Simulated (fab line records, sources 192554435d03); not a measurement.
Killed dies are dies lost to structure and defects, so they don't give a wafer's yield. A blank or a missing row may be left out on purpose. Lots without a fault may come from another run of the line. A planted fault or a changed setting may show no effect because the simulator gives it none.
Chamber matching | flow n5_finfet | N5_BEOL_M1_DESCUM_33 on rie_diel-01: 4 sister chambers
The step chemistry O2, time 7 s. 4 wafers are shown with their chamber, then 7 later ones without.

WAFERS WITH THEIR CHAMBER
wafer  | chamber | showerhead_plenum_p_Torr (Torr)
L782.3 | 2       | 2.14
L782.4 | 1       | 2.13
L785.2 | 3       | 2.01
L785.3 | 0       | 2.03

WAFERS WITHOUT THEIR CHAMBER
wafer  | showerhead_plenum_p_Torr (Torr)
L785.6 | 2.13
L787.2 | 2.02
L787.4 | 2.14
L787.5 | 2.02
L788.1 | 2.02
L788.4 | 2.12
L788.6 | 2.12

WHICH CHAMBER EACH WENT THROUGH
wafer  | from the rows above     | in truth
L785.6 | can't be placed: 1 or 2 | 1
L787.2 | can't be placed: 0 or 3 | 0
L787.4 | can't be placed: 2 or 1 | 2
L787.5 | can't be placed: 0 or 3 | 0
L788.1 | can't be placed: 0 or 3 | 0
L788.4 | can't be placed: 1 or 2 | 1
L788.6 | can't be placed: 1 or 2 | 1
Placed correctly: 0 of 7. Can't be placed from these rows: 7 (the true chamber is among the candidates in 7). Placed wrongly: 0.
How it was worked out, from the rows above alone: a wafer's distance from a chamber is the root of the sum, over the readings, of the square of ((its reading less the chamber's mean) divided by the reading's scatter). The wafer belongs to the nearest chamber; if the next one is less than 2 further off, it can't be placed. A chamber's mean is the mean of its shown wafers. The scatter: with one shown wafer a chamber, the root of the mean of the squares of how far each hidden wafer lies from its nearest shown one.
